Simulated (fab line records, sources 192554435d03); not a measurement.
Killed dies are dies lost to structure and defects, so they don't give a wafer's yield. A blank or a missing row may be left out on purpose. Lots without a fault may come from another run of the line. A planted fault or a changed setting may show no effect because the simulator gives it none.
Split-lot experiment | flow n5_finfet | 7 lots, 21 wafers read, on a route of 1938 steps

THE SPLIT
At N5_BEOL_M8_DEP_56 (deposits SiCN from 3MS/NH3, target thk 10 nm, time 17.5 s), the setting time_s was moved away from the recipe's 17.5 s on 10 of the 21 wafers read, by -13.1% to +10.5%. The other wafers ran this setting at the recipe's value.

The reading is taken at the split's own step.

THE READING
SiCN_of_BEOL_M8_DEP_56.thk_nm (the simulator's own value, which no gauge read), in nm, at N5_BEOL_M8_DEP_56 (deposits SiCN from 3MS/NH3, target thk 10 nm, time 17.5 s). The file gives no usual value for it. The 11 wafers here that ran the recipe average 10.0 nm, standard deviation 0.22 nm.

wafer  | tool, chamber at the split | time_s as run, s | against the recipe | SiCN_of_BEOL_M8_DEP_56.thk_nm, nm | against lot-mates on the recipe
L078.1 | pecvd-03, 0,1,0            | 17.5             | recipe             | 10.2                              | -
L078.2 | pecvd-03, 0,1,0            | 17.5             | recipe             | 10.2                              | -
L078.5 | pecvd-03, 0,1,0            | 17.5             | recipe             | 10.2                              | -
L081.1 | pecvd-01, 0                | 17.5             | recipe             | 9.8                               | -
L081.2 | pecvd-01, 1                | 19.29            | +10.2%             | 10.8                              | +0.9
L081.4 | pecvd-01, 1                | 17.5             | recipe             | 10                                | -
L080.2 | pecvd-04, 1                | 16.69            | -4.6%              | 9.6                               | -0.4
L080.3 | pecvd-04, 0                | 17.5             | recipe             | 10                                | -
L080.4 | pecvd-04, 2                | 16.69            | -4.6%              | 9.8                               | -0.2
L082.1 | pecvd-01, 1                | 15.2             | -13.1%             | 8.4                               | -1.2
L082.2 | pecvd-01, 0                | 17.5             | recipe             | 9.6                               | -
L082.5 | pecvd-01, 2                | 15.2             | -13.1%             | 8.6                               | -1.0
L087.2 | pecvd-01, 1                | 17.5             | recipe             | 9.6                               | -
L087.4 | pecvd-01, 1                | 19.19            | +9.7%              | 10.8                              | +1.2
L087.5 | pecvd-01, 1                | 19.19            | +9.7%              | 11                                | +1.4
L089.2 | pecvd-04, 2,0              | 17.5             | recipe             | 10                                | -
L089.3 | pecvd-04, 2,0              | 17.5             | recipe             | 10                                | -
L089.5 | pecvd-04, 2                | 19.33            | +10.5%             | 11.2                              | +1.2
L094.1 | pecvd-03, 1,0              | 18.31            | +4.6%              | 10.4                              | +0.2
L094.2 | pecvd-03, 1,0              | 18.31            | +4.6%              | 10.4                              | +0.2
L094.6 | pecvd-03, 2                | 17.5             | recipe             | 10.2                              | -
Where a row lists several chambers, the file gives one row for several wafers and doesn't say which wafer went through which chamber.

THE FIT
A straight line over all 21 wafers: SiCN_of_BEOL_M8_DEP_56.thk_nm changes by +0.101 nm for each +1% of time_s; r = +0.96; the points scatter about the line by 0.2 nm.
The same after taking each lot's own level away (the mean of its wafers on the recipe; 21 wafers): +0.0959 nm for each +1%; r = +0.96; scatter 0.17 nm.
On that fit, the largest move of time_s shifts the reading by 1.3 nm.
The lots' own levels span 9.60 to 10.20 nm, that is 2.8 times the standard deviation above.
So the lot-to-lot level changes the slope little: the two slopes agree.
Check: with one of the wafers moved furthest among these (-13.1%) left out of the fit, the line predicts -1.22 nm for it against its lot-mates. It came out at -1.2 nm against them.

OTHER SPLITS ON THESE WAFERS
These wafers also went through other splits before the reading. Each is held against what the fit with the lots' levels taken away leaves over:
other split on the same wafers | wafers away from the commonest value | r with SiCN_of_BEOL_M8_DEP_56.thk_nm (lot level and that fit taken away)
N5_BEOL_M7_ETCH_41 bias_w      | 9                                    | -0.56

THE FILE'S OWN FIT
SiCN_of_BEOL_M8_DEP_56.thk_nm changes by +0.0977 nm for each +1% of time_s, r = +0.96.
